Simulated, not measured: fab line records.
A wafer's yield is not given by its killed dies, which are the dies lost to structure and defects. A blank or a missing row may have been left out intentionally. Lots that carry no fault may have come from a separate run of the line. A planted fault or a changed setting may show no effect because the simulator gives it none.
Which tool did it? || flow n5 finfet || 72 wafers from 24 lots sampled at 5 of the route's 1938 steps

== WHAT EACH GAUGE READ, for each wafer ==
N5_BEOL_M6_CD_MEAS_11 targets a cd of 38.5 nm. Usual: cd nm at 38.6 nm, with a standard deviation of 0.52.
{"lot": "L074", "measured": "day 8 12:58", "on": "cd sem-01", "cd nm (nm)": "38.5 38.0 38.6", "flag": ""}
{"lot": "L075", "measured": "day 9 01:08", "on": "cd sem-01", "cd nm (nm)": "38.4 38.4 38.2", "flag": ""}
{"lot": "L076", "measured": "day 9 06:02", "on": "cd sem-02", "cd nm (nm)": "38.3 38.1 38.6", "flag": ""}
{"lot": "L077", "measured": "day 9 06:38", "on": "cd sem-03", "cd nm (nm)": "39.3 39.6 38.9", "flag": ""}
{"lot": "L078", "measured": "day 9 15:22", "on": "cd sem-01", "cd nm (nm)": "38.6 38.0 37.9", "flag": ""}
{"lot": "L079", "measured": "day 10 00:25", "on": "cd sem-03", "cd nm (nm)": "38.6 38.4 38.2", "flag": ""}
{"lot": "L081", "measured": "day 10 13:10", "on": "cd sem-01", "cd nm (nm)": "39.0 39.3 39.0", "flag": ""}
{"lot": "L080", "measured": "day 10 13:20", "on": "cd sem-02", "cd nm (nm)": "37.9 38.2 38.8", "flag": ""}
{"lot": "L083", "measured": "day 10 17:45", "on": "cd sem-03", "cd nm (nm)": "38.9 38.9 38.7", "flag": ""}
{"lot": "L082", "measured": "day 10 19:08", "on": "cd sem-03", "cd nm (nm)": "39.0 38.6 39.1", "flag": ""}
{"lot": "L084", "measured": "day 11 13:00", "on": "cd sem-02", "cd nm (nm)": "38.7 38.2 37.6", "flag": ""}
{"lot": "L085", "measured": "day 11 17:05", "on": "cd sem-02", "cd nm (nm)": "38.7 38.8 38.9", "flag": ""}
{"lot": "L086", "measured": "day 11 18:20", "on": "cd sem-01", "cd nm (nm)": "38.1 39.0 37.8", "flag": ""}
{"lot": "L087", "measured": "day 11 22:10", "on": "cd sem-01", "cd nm (nm)": "38.8 38.3 38.4", "flag": ""}
{"lot": "L088", "measured": "day 12 01:55", "on": "cd sem-02", "cd nm (nm)": "38.6 38.2 38.1", "flag": ""}
{"lot": "L089", "measured": "day 12 18:14", "on": "cd sem-01", "cd nm (nm)": "38.9 38.9 38.8", "flag": ""}
{"lot": "L090", "measured": "day 13 00:54", "on": "cd sem-03", "cd nm (nm)": "39.5 38.4 39.6", "flag": ""}
{"lot": "L091", "measured": "day 13 03:08", "on": "cd sem-02", "cd nm (nm)": "39.1 38.5 39.1", "flag": ""}
{"lot": "L093", "measured": "day 13 05:02", "on": "cd sem-01", "cd nm (nm)": "39.4 38.8 39.5", "flag": ""}
{"lot": "L092", "measured": "day 13 08:28", "on": "cd sem-01", "cd nm (nm)": "39.3 39.3 38.7", "flag": ""}
{"lot": "L094", "measured": "day 14 11:50", "on": "cd sem-02", "cd nm (nm)": "38.7 38.0 37.3", "flag": ""}
{"lot": "L096", "measured": "day 14 13:37", "on": "cd sem-01", "cd nm (nm)": "38.3 37.9 38.1", "flag": ""}
{"lot": "L095", "measured": "day 14 23:58", "on": "cd sem-01", "cd nm (nm)": "38.7 38.3 38.3", "flag": ""}
{"lot": "L097", "measured": "day 15 14:05", "on": "cd sem-03", "cd nm (nm)": "38.8 38.5 39.2", "flag": ""}

N5_BEOL_M7_THK_MEAS_01. Usual: M7_ILD_THK gives 153.9 nm (standard deviation 2.3).
{"lot": "L074", "measured": "day 8 18:42", "on": "film metro-02", "M7_ILD_THK (nm)": "153.4 152.2 151.6", "flag": ""}
{"lot": "L075", "measured": "day 9 07:33", "on": "film metro-01", "M7_ILD_THK (nm)": "152.4 155.4 154.9", "flag": ""}
{"lot": "L076", "measured": "day 9 14:07", "on": "film metro-02", "M7_ILD_THK (nm)": "150.1 155.6 153.8", "flag": ""}
{"lot": "L077", "measured": "day 9 14:11", "on": "film metro-01", "M7_ILD_THK (nm)": "154.3 156.0 154.8", "flag": ""}
{"lot": "L078", "measured": "day 10 01:02", "on": "film metro-02", "M7_ILD_THK (nm)": "151.3 153.7 153.4", "flag": ""}
{"lot": "L079", "measured": "day 10 07:11", "on": "film metro-01", "M7_ILD_THK (nm)": "156.3 156.5 155.0", "flag": ""}
{"lot": "L081", "measured": "day 10 18:40", "on": "film metro-01", "M7_ILD_THK (nm)": "151.0 151.0 152.1", "flag": ""}
{"lot": "L080", "measured": "day 10 19:40", "on": "film metro-02", "M7_ILD_THK (nm)": "148.9 155.1 154.9", "flag": ""}
{"lot": "L083", "measured": "day 10 23:02", "on": "film metro-02", "M7_ILD_THK (nm)": "152.2 153.7 154.3", "flag": ""}
{"lot": "L082", "measured": "day 11 01:53", "on": "film metro-01", "M7_ILD_THK (nm)": "153.7 154.6 154.0", "flag": ""}
{"lot": "L084", "measured": "day 11 18:36", "on": "film metro-01", "M7_ILD_THK (nm)": "154.3 153.3 158.1", "flag": ""}
{"lot": "L085", "measured": "day 12 00:02", "on": "film metro-02", "M7_ILD_THK (nm)": "151.8 152.6 156.4", "flag": ""}
{"lot": "L086", "measured": "day 12 01:03", "on": "film metro-02", "M7_ILD_THK (nm)": "152.5 156.2 155.4", "flag": ""}
{"lot": "L087", "measured": "day 12 03:25", "on": "film metro-02", "M7_ILD_THK (nm)": "150.6 152.7 150.3", "flag": ""}
{"lot": "L088", "measured": "day 12 08:12", "on": "film metro-01", "M7_ILD_THK (nm)": "154.7 155.2 157.3", "flag": ""}
{"lot": "L089", "measured": "day 12 23:54", "on": "film metro-02", "M7_ILD_THK (nm)": "150.0 151.7 152.4", "flag": ""}
{"lot": "L090", "measured": "day 13 06:46", "on": "film metro-01", "M7_ILD_THK (nm)": "156.1 156.7 157.0", "flag": ""}
{"lot": "L091", "measured": "day 13 09:13", "on": "film metro-02", "M7_ILD_THK (nm)": "153.5 154.1 155.3", "flag": ""}
{"lot": "L093", "measured": "day 13 11:05", "on": "film metro-02", "M7_ILD_THK (nm)": "153.6 154.2 155.3", "flag": ""}
{"lot": "L092", "measured": "day 13 17:07", "on": "film metro-01", "M7_ILD_THK (nm)": "151.3 153.8 153.0", "flag": ""}
{"lot": "L094", "measured": "day 14 21:10", "on": "film metro-01", "M7_ILD_THK (nm)": "153.8 153.3 156.5", "flag": ""}
{"lot": "L096", "measured": "day 14 21:22", "on": "film metro-01", "M7_ILD_THK (nm)": "149.4 148.8 149.4", "flag": ""}
{"lot": "L095", "measured": "day 15 06:51", "on": "film metro-01", "M7_ILD_THK (nm)": "153.2 154.7 154.6", "flag": ""}
{"lot": "L097", "measured": "day 15 22:00", "on": "film metro-01", "M7_ILD_THK (nm)": "155.0 157.7 156.1", "flag": ""}

N5_BEOL_M7_INSPECT_13: inspects for defects (brightfield). Usual: raw defect count at 469, with a standard deviation of 98.
{"lot": "L074", "measured": "day 8 21:00", "on": "defect inspect-01", "raw defect count": "514 463 685", "flag": ""}
{"lot": "L075", "measured": "day 9 10:05", "on": "defect inspect-01", "raw defect count": "522 437 462", "flag": ""}
{"lot": "L076", "measured": "day 9 15:55", "on": "defect inspect-02", "raw defect count": "397 388 414", "flag": ""}
{"lot": "L077", "measured": "day 9 16:05", "on": "defect inspect-02", "raw defect count": "726 306 426", "flag": ""}
{"lot": "L078", "measured": "day 10 03:35", "on": "defect inspect-02", "raw defect count": "455 429 436", "flag": ""}
{"lot": "L079", "measured": "day 10 09:47", "on": "defect inspect-02", "raw defect count": "484 413 605", "flag": ""}
{"lot": "L081", "measured": "day 10 19:59", "on": "defect inspect-02", "raw defect count": "522 593 504", "flag": ""}
{"lot": "L080", "measured": "day 10 20:46", "on": "defect inspect-01", "raw defect count": "396 555 269", "flag": ""}
{"lot": "L083", "measured": "day 11 00:08", "on": "defect inspect-02", "raw defect count": "410 421 327", "flag": ""}
{"lot": "L082", "measured": "day 11 03:36", "on": "defect inspect-02", "raw defect count": "405 473 403", "flag": ""}
{"lot": "L084", "measured": "day 11 21:38", "on": "defect inspect-02", "raw defect count": "502 517 472", "flag": ""}
{"lot": "L085", "measured": "day 12 01:03", "on": "defect inspect-01", "raw defect count": "415 513 412", "flag": ""}
{"lot": "L086", "measured": "day 12 02:07", "on": "defect inspect-01", "raw defect count": "587 399 411", "flag": ""}
{"lot": "L087", "measured": "day 12 05:51", "on": "defect inspect-01", "raw defect count": "654 623 689", "flag": ""}
{"lot": "L088", "measured": "day 12 09:22", "on": "defect inspect-02", "raw defect count": "297 325 357", "flag": ""}
{"lot": "L089", "measured": "day 13 01:28", "on": "defect inspect-02", "raw defect count": "366 486 457", "flag": ""}
{"lot": "L090", "measured": "day 13 08:22", "on": "defect inspect-02", "raw defect count": "374 498 470", "flag": ""}
{"lot": "L091", "measured": "day 13 11:31", "on": "defect inspect-01", "raw defect count": "497 537 555", "flag": ""}
{"lot": "L093", "measured": "day 13 11:46", "on": "defect inspect-02", "raw defect count": "405 527 444", "flag": ""}
{"lot": "L092", "measured": "day 13 18:27", "on": "defect inspect-01", "raw defect count": "852 483 636", "flag": ""}
{"lot": "L094", "measured": "day 15 00:29", "on": "defect inspect-01", "raw defect count": "379 459 507", "flag": ""}
{"lot": "L096", "measured": "day 15 00:39", "on": "defect inspect-02", "raw defect count": "428 538 384", "flag": ""}
{"lot": "L095", "measured": "day 15 07:31", "on": "defect inspect-02", "raw defect count": "447 430 459", "flag": ""}
{"lot": "L097", "measured": "day 16 00:31", "on": "defect inspect-02", "raw defect count": "402 368 520", "flag": ""}

== WHAT TOOL EACH LOT RAN ON (gives the tool, then ch and the chambers of the sampled wafers, and finally the start) ==
{"lot": "L074", "N5_BEOL_M6_ILD_DEP_00": "pecvd-03 ch 0,2, day 8 10:41", "N5_BEOL_M6_ETCH_72": "rie diel-03 ch 1,2,3, day 8 14:05"}
{"lot": "L075", "N5_BEOL_M6_ILD_DEP_00": "pecvd-02 ch 0,2, day 8 22:07", "N5_BEOL_M6_ETCH_72": "rie diel-03 ch 1,3, day 9 02:19"}
{"lot": "L076", "N5_BEOL_M6_ILD_DEP_00": "pecvd-02 ch 0,2, day 9 03:04", "N5_BEOL_M6_ETCH_72": "rie diel-03 ch 0,1,2, day 9 09:29"}
{"lot": "L077", "N5_BEOL_M6_ILD_DEP_00": "pecvd-04 ch 0,2, day 9 05:10", "N5_BEOL_M6_ETCH_72": "rie diel-05 ch 0,3, day 9 09:33"}
{"lot": "L078", "N5_BEOL_M6_ILD_DEP_00": "pecvd-03 ch 0,1, day 9 12:49", "N5_BEOL_M6_ETCH_72": "rie diel-03 ch 1,3, day 9 20:05"}
{"lot": "L079", "N5_BEOL_M6_ILD_DEP_00": "pecvd-02 ch 0,1, day 9 21:57", "N5_BEOL_M6_ETCH_72": "rie diel-03 ch 0,1,2, day 10 03:01"}
{"lot": "L081", "N5_BEOL_M6_ILD_DEP_00": "pecvd-02 ch 0,2, day 10 11:08", "N5_BEOL_M6_ETCH_72": "rie diel-03 ch 0,3, day 10 14:50"}
{"lot": "L080", "N5_BEOL_M6_ILD_DEP_00": "pecvd-04 ch 0, day 10 11:09", "N5_BEOL_M6_ETCH_72": "rie diel-05 ch 0,1,2, day 10 15:48"}
{"lot": "L083", "N5_BEOL_M6_ILD_DEP_00": "pecvd-04 ch 0,1,2, day 10 15:52", "N5_BEOL_M6_ETCH_72": "rie diel-05 ch 0,1,2, day 10 19:10"}
{"lot": "L082", "N5_BEOL_M6_ILD_DEP_00": "pecvd-03 ch 0,1,2, day 10 16:57", "N5_BEOL_M6_ETCH_72": "rie diel-04 ch 0,2,3, day 10 21:10"}
{"lot": "L084", "N5_BEOL_M6_ILD_DEP_00": "pecvd-03 ch 0,1, day 11 10:07", "N5_BEOL_M6_ETCH_72": "rie diel-04 ch 0,1, day 11 14:03"}
{"lot": "L085", "N5_BEOL_M6_ILD_DEP_00": "pecvd-02 ch 0,1,2, day 11 15:09", "N5_BEOL_M6_ETCH_72": "rie diel-03 ch 0,1,2, day 11 18:14"}
{"lot": "L086", "N5_BEOL_M6_ILD_DEP_00": "pecvd-02 ch 0,2, day 11 17:16", "N5_BEOL_M6_ETCH_72": "rie diel-04 ch 2,3, day 11 21:24"}
{"lot": "L087", "N5_BEOL_M6_ILD_DEP_00": "pecvd-03 ch 0,1, day 11 20:34", "N5_BEOL_M6_ETCH_72": "rie diel-04 ch 0,1, day 11 23:28"}
{"lot": "L088", "N5_BEOL_M6_ILD_DEP_00": "pecvd-04 ch 0,2, day 11 23:47", "N5_BEOL_M6_ETCH_72": "rie diel-05 ch 0,1,3, day 12 04:14"}
{"lot": "L089", "N5_BEOL_M6_ILD_DEP_00": "pecvd-04 ch 1,2, day 12 14:50", "N5_BEOL_M6_ETCH_72": "rie diel-05 ch 0,1,2, day 12 20:16"}
{"lot": "L090", "N5_BEOL_M6_ILD_DEP_00": "pecvd-02 ch 0,1,2, day 12 21:00", "N5_BEOL_M6_ETCH_72": "rie diel-03 ch 0,1, day 13 02:31"}
{"lot": "L091", "N5_BEOL_M6_ILD_DEP_00": "pecvd-02 ch 0,1, day 13 01:24", "N5_BEOL_M6_ETCH_72": "rie diel-04 ch 2,3, day 13 04:28"}
{"lot": "L093", "N5_BEOL_M6_ILD_DEP_00": "pecvd-02 ch 0,1, day 13 02:40", "N5_BEOL_M6_ETCH_72": "rie diel-04 ch 1,2,3, day 13 07:09"}
{"lot": "L092", "N5_BEOL_M6_ILD_DEP_00": "pecvd-04 ch 0,1,2, day 13 06:19", "N5_BEOL_M6_ETCH_72": "rie diel-04 ch 0,1,2, day 13 10:56"}
{"lot": "L094", "N5_BEOL_M6_ILD_DEP_00": "pecvd-02 ch 0,1,2, day 14 07:12", "N5_BEOL_M6_ETCH_72": "rie diel-04 ch 0,3, day 14 17:00"}
{"lot": "L096", "N5_BEOL_M6_ILD_DEP_00": "pecvd-03 ch 0,1,2, day 14 12:34", "N5_BEOL_M6_ETCH_72": "rie diel-05 ch 1,2,3, day 14 17:13"}
{"lot": "L095", "N5_BEOL_M6_ILD_DEP_00": "pecvd-02 ch 0,1,2, day 14 19:37", "N5_BEOL_M6_ETCH_72": "rie diel-04 ch 0,1,3, day 15 03:37"}
{"lot": "L097", "N5_BEOL_M6_ILD_DEP_00": "pecvd-02 ch 1,2, day 15 12:29", "N5_BEOL_M6_ETCH_72": "rie diel-04 ch 1,3, day 15 15:32"}
- N5_BEOL_M6_ILD_DEP_00: deposits SiCOH lowk from DEMS/porogen, target thk 179.75 nm, time 33.4 s.
- N5_BEOL_M6_ETCH_72: etches underlayer in N2/H2, target depth 6.5 nm, time 5.2 s.

== WHAT THE TOOLS THEMSELVES READ (means of the sampled wafers that have a number; where no wafer has one, the mark that the record gives instead) ==
N5_BEOL_M6_ILD_DEP_00. Usual: heater power w 292 W, standard deviation 42; showerhead plenum p Torr 5.735 Torr, standard deviation 0.015; showerhead vpp V 1348 V, standard deviation 60; throttle valve pct 13.9 %, standard deviation 0.61.
{"lot": "L074", "tool": "pecvd-03", "heater power w (W)": 315, "showerhead plenum p Torr (Torr)": 5.744, "showerhead vpp V (V)": 1318, "throttle valve pct (%)": 13.4, "flag": ""}
{"lot": "L075", "tool": "pecvd-02", "heater power w (W)": 316, "showerhead plenum p Torr (Torr)": 5.721, "showerhead vpp V (V)": 1372, "throttle valve pct (%)": 13.7, "flag": ""}
{"lot": "L076", "tool": "pecvd-02", "heater power w (W)": 297, "showerhead plenum p Torr (Torr)": 5.730, "showerhead vpp V (V)": 1377, "throttle valve pct (%)": 13.9, "flag": ""}
{"lot": "L077", "tool": "pecvd-04", "heater power w (W)": 263, "showerhead plenum p Torr (Torr)": 5.745, "showerhead vpp V (V)": 1275, "throttle valve pct (%)": 14.5, "flag": ""}
{"lot": "L078", "tool": "pecvd-03", "heater power w (W)": 292, "showerhead plenum p Torr (Torr)": 5.735, "showerhead vpp V (V)": 1361, "throttle valve pct (%)": 14.7, "flag": ""}
{"lot": "L079", "tool": "pecvd-02", "heater power w (W)": 249, "showerhead plenum p Torr (Torr)": 5.738, "showerhead vpp V (V)": 1354, "throttle valve pct (%)": 13.9, "flag": ""}
{"lot": "L081", "tool": "pecvd-02", "heater power w (W)": 330, "showerhead plenum p Torr (Torr)": 5.724, "showerhead vpp V (V)": 1378, "throttle valve pct (%)": 14.1, "flag": ""}
{"lot": "L080", "tool": "pecvd-04", "heater power w (W)": 327, "showerhead plenum p Torr (Torr)": 5.762, "showerhead vpp V (V)": 1292, "throttle valve pct (%)": 14.5, "flag": ""}
{"lot": "L083", "tool": "pecvd-04", "heater power w (W)": 265, "showerhead plenum p Torr (Torr)": 5.741, "showerhead vpp V (V)": 1285, "throttle valve pct (%)": 13.8, "flag": ""}
{"lot": "L082", "tool": "pecvd-03", "heater power w (W)": 285, "showerhead plenum p Torr (Torr)": 5.730, "showerhead vpp V (V)": 1380, "throttle valve pct (%)": 14.1, "flag": ""}
{"lot": "L084", "tool": "pecvd-03", "heater power w (W)": 274, "showerhead plenum p Torr (Torr)": 5.730, "showerhead vpp V (V)": 1433, "throttle valve pct (%)": 14.8, "flag": ""}
{"lot": "L085", "tool": "pecvd-02", "heater power w (W)": 301, "showerhead plenum p Torr (Torr)": 5.727, "showerhead vpp V (V)": 1377, "throttle valve pct (%)": 13.9, "flag": ""}
{"lot": "L086", "tool": "pecvd-02", "heater power w (W)": 306, "showerhead plenum p Torr (Torr)": 5.731, "showerhead vpp V (V)": 1366, "throttle valve pct (%)": 14.2, "flag": ""}
{"lot": "L087", "tool": "pecvd-03", "heater power w (W)": 288, "showerhead plenum p Torr (Torr)": 5.741, "showerhead vpp V (V)": 1380, "throttle valve pct (%)": 14.7, "flag": ""}
{"lot": "L088", "tool": "pecvd-04", "heater power w (W)": 261, "showerhead plenum p Torr (Torr)": 5.755, "showerhead vpp V (V)": 1293, "throttle valve pct (%)": 13.9, "flag": ""}
{"lot": "L089", "tool": "pecvd-04", "heater power w (W)": 261, "showerhead plenum p Torr (Torr)": 5.735, "showerhead vpp V (V)": 1300, "throttle valve pct (%)": 13.7, "flag": ""}
{"lot": "L090", "tool": "pecvd-02", "heater power w (W)": 306, "showerhead plenum p Torr (Torr)": 5.729, "showerhead vpp V (V)": 1366, "throttle valve pct (%)": 13.9, "flag": ""}
{"lot": "L091", "tool": "pecvd-02", "heater power w (W)": 290, "showerhead plenum p Torr (Torr)": 5.738, "showerhead vpp V (V)": 1363, "throttle valve pct (%)": 13.9, "flag": ""}
{"lot": "L093", "tool": "pecvd-02", "heater power w (W)": 279, "showerhead plenum p Torr (Torr)": 5.734, "showerhead vpp V (V)": 1360, "throttle valve pct (%)": 13.7, "flag": ""}
{"lot": "L092", "tool": "pecvd-04", "heater power w (W)": 273, "showerhead plenum p Torr (Torr)": 5.746, "showerhead vpp V (V)": 1283, "throttle valve pct (%)": 14.0, "flag": ""}
{"lot": "L094", "tool": "pecvd-02", "heater power w (W)": 312, "showerhead plenum p Torr (Torr)": 5.721, "showerhead vpp V (V)": 1369, "throttle valve pct (%)": 13.7, "flag": ""}
{"lot": "L096", "tool": "pecvd-03", "heater power w (W)": 317, "showerhead plenum p Torr (Torr)": 5.736, "showerhead vpp V (V)": 1366, "throttle valve pct (%)": 14.2, "flag": ""}
{"lot": "L095", "tool": "pecvd-02", "heater power w (W)": 298, "showerhead plenum p Torr (Torr)": 5.727, "showerhead vpp V (V)": 1377, "throttle valve pct (%)": 13.7, "flag": ""}
{"lot": "L097", "tool": "pecvd-02", "heater power w (W)": 306, "showerhead plenum p Torr (Torr)": 5.731, "showerhead vpp V (V)": 1359, "throttle valve pct (%)": 13.5, "flag": ""}

N5_BEOL_M6_ETCH_72. Usual: drypump motor current A 5.9 A, standard deviation 0.38; etch rf on time s 5.18 s, standard deviation 0.13; oes product au 0.69 a.u., standard deviation 0.082; rf vpp V 524.3 V, standard deviation 2.7; showerhead plenum p Torr 2.55 Torr, standard deviation 0.095; throttle valve pct 17.80 %, standard deviation 0.22.
{"lot": "L074", "tool": "rie diel-03", "drypump motor current A (A)": 5.7, "etch rf on time s (s)": 5.34, "oes product au (a.u.)": 0.71, "rf vpp V (V)": 523.9, "showerhead plenum p Torr (Torr)": 2.49, "throttle valve pct (%)": 17.78, "flag": ""}
{"lot": "L075", "tool": "rie diel-03", "drypump motor current A (A)": 5.7, "etch rf on time s (s)": 5.11, "oes product au (a.u.)": 0.75, "rf vpp V (V)": 522.8, "showerhead plenum p Torr (Torr)": 2.56, "throttle valve pct (%)": 17.92, "flag": ""}
{"lot": "L076", "tool": "rie diel-03", "drypump motor current A (A)": 5.8, "etch rf on time s (s)": 5.32, "oes product au (a.u.)": 0.63, "rf vpp V (V)": 523.6, "showerhead plenum p Torr (Torr)": 2.53, "throttle valve pct (%)": 17.73, "flag": ""}
{"lot": "L077", "tool": "rie diel-05", "drypump motor current A (A)": 6.3, "etch rf on time s (s)": 5.20, "oes product au (a.u.)": 0.65, "rf vpp V (V)": 526.8, "showerhead plenum p Torr (Torr)": 2.62, "throttle valve pct (%)": 17.91, "flag": ""}
{"lot": "L078", "tool": "rie diel-03", "drypump motor current A (A)": 5.6, "etch rf on time s (s)": 5.17, "oes product au (a.u.)": 0.75, "rf vpp V (V)": 523.3, "showerhead plenum p Torr (Torr)": 2.51, "throttle valve pct (%)": 17.80, "flag": ""}
{"lot": "L079", "tool": "rie diel-03", "drypump motor current A (A)": 5.8, "etch rf on time s (s)": 5.31, "oes product au (a.u.)": 0.63, "rf vpp V (V)": 523.0, "showerhead plenum p Torr (Torr)": 2.53, "throttle valve pct (%)": 17.75, "flag": ""}
{"lot": "L081", "tool": "rie diel-03", "drypump motor current A (A)": 5.7, "etch rf on time s (s)": 5.19, "oes product au (a.u.)": 0.64, "rf vpp V (V)": 525.4, "showerhead plenum p Torr (Torr)": 2.55, "throttle valve pct (%)": 17.56, "flag": ""}
{"lot": "L080", "tool": "rie diel-05", "drypump motor current A (A)": 5.8, "etch rf on time s (s)": 5.22, "oes product au (a.u.)": 0.66, "rf vpp V (V)": 524.3, "showerhead plenum p Torr (Torr)": 2.60, "throttle valve pct (%)": 17.81, "flag": ""}
{"lot": "L083", "tool": "rie diel-05", "drypump motor current A (A)": 5.8, "etch rf on time s (s)": 5.23, "oes product au (a.u.)": 0.66, "rf vpp V (V)": 525.0, "showerhead plenum p Torr (Torr)": 2.60, "throttle valve pct (%)": 17.81, "flag": ""}
{"lot": "L082", "tool": "rie diel-04", "drypump motor current A (A)": 5.9, "etch rf on time s (s)": 5.10, "oes product au (a.u.)": 0.74, "rf vpp V (V)": 524.4, "showerhead plenum p Torr (Torr)": 2.53, "throttle valve pct (%)": 17.86, "flag": ""}
{"lot": "L084", "tool": "rie diel-04", "drypump motor current A (A)": 6.2, "etch rf on time s (s)": 5.06, "oes product au (a.u.)": 0.74, "rf vpp V (V)": 525.6, "showerhead plenum p Torr (Torr)": 2.57, "throttle valve pct (%)": 17.84, "flag": ""}
{"lot": "L085", "tool": "rie diel-03", "drypump motor current A (A)": 5.8, "etch rf on time s (s)": 5.35, "oes product au (a.u.)": 0.68, "rf vpp V (V)": 526.3, "showerhead plenum p Torr (Torr)": 2.63, "throttle valve pct (%)": 17.63, "flag": ""}
{"lot": "L086", "tool": "rie diel-04", "drypump motor current A (A)": 5.6, "etch rf on time s (s)": 5.16, "oes product au (a.u.)": 0.65, "rf vpp V (V)": 522.7, "showerhead plenum p Torr (Torr)": 2.48, "throttle valve pct (%)": 17.84, "flag": ""}
{"lot": "L087", "tool": "rie diel-04", "drypump motor current A (A)": 6.3, "etch rf on time s (s)": 5.00, "oes product au (a.u.)": 0.77, "rf vpp V (V)": 524.1, "showerhead plenum p Torr (Torr)": 2.58, "throttle valve pct (%)": 17.95, "flag": ""}
{"lot": "L088", "tool": "rie diel-05", "drypump motor current A (A)": 6.0, "etch rf on time s (s)": 5.25, "oes product au (a.u.)": 0.61, "rf vpp V (V)": 521.6, "showerhead plenum p Torr (Torr)": 2.52, "throttle valve pct (%)": 17.89, "flag": ""}
{"lot": "L089", "tool": "rie diel-05", "drypump motor current A (A)": 5.8, "etch rf on time s (s)": 5.26, "oes product au (a.u.)": 0.65, "rf vpp V (V)": 524.7, "showerhead plenum p Torr (Torr)": 2.59, "throttle valve pct (%)": 17.84, "flag": ""}
{"lot": "L090", "tool": "rie diel-03", "drypump motor current A (A)": 5.8, "etch rf on time s (s)": 5.27, "oes product au (a.u.)": 0.77, "rf vpp V (V)": 525.4, "showerhead plenum p Torr (Torr)": 2.60, "throttle valve pct (%)": 17.45, "flag": ""}
{"lot": "L091", "tool": "rie diel-04", "drypump motor current A (A)": 5.6, "etch rf on time s (s)": 5.09, "oes product au (a.u.)": 0.71, "rf vpp V (V)": 523.3, "showerhead plenum p Torr (Torr)": 2.53, "throttle valve pct (%)": 17.77, "flag": ""}
{"lot": "L093", "tool": "rie diel-04", "drypump motor current A (A)": 5.7, "etch rf on time s (s)": 5.18, "oes product au (a.u.)": 0.68, "rf vpp V (V)": 524.1, "showerhead plenum p Torr (Torr)": 2.53, "throttle valve pct (%)": 17.77, "flag": ""}
{"lot": "L092", "tool": "rie diel-04", "drypump motor current A (A)": 6.0, "etch rf on time s (s)": 5.12, "oes product au (a.u.)": 0.68, "rf vpp V (V)": 522.9, "showerhead plenum p Torr (Torr)": 2.52, "throttle valve pct (%)": 17.92, "flag": ""}
{"lot": "L094", "tool": "rie diel-04", "drypump motor current A (A)": 6.2, "etch rf on time s (s)": 5.02, "oes product au (a.u.)": 0.75, "rf vpp V (V)": 527.2, "showerhead plenum p Torr (Torr)": 2.58, "throttle valve pct (%)": 17.96, "flag": ""}
{"lot": "L096", "tool": "rie diel-05", "drypump motor current A (A)": 5.5, "etch rf on time s (s)": 5.15, "oes product au (a.u.)": 0.79, "rf vpp V (V)": 527.1, "showerhead plenum p Torr (Torr)": 2.63, "throttle valve pct (%)": 17.55, "flag": ""}
{"lot": "L095", "tool": "rie diel-04", "drypump motor current A (A)": 6.1, "etch rf on time s (s)": 5.07, "oes product au (a.u.)": 0.73, "rf vpp V (V)": 525.6, "showerhead plenum p Torr (Torr)": 2.57, "throttle valve pct (%)": 17.86, "flag": ""}
{"lot": "L097", "tool": "rie diel-04", "drypump motor current A (A)": 5.8, "etch rf on time s (s)": 5.10, "oes product au (a.u.)": 0.71, "rf vpp V (V)": 525.2, "showerhead plenum p Torr (Torr)": 2.57, "throttle valve pct (%)": 17.71, "flag": ""}

== THE ANSWER, worked out from the rows above alone ==
Rule: a lot is off if the mean of its wafers that have a number lies more than 3 standard deviations from the usual mean. A lot without any number at a reading at which 4 lots or more have one is off too. All remaining lots with rows at the step are treated as sound. First the gauges in route order, then the tools' own readings, where a lot's mean is used as printed above. At the first step where some lot is off, the reading lying furthest off is the one used; lots without a number count as furthest.
None of the lots is off at any reading shown; this tells nothing.

== WHAT HAD BEEN PUT IN BY THE SIMULATOR ==
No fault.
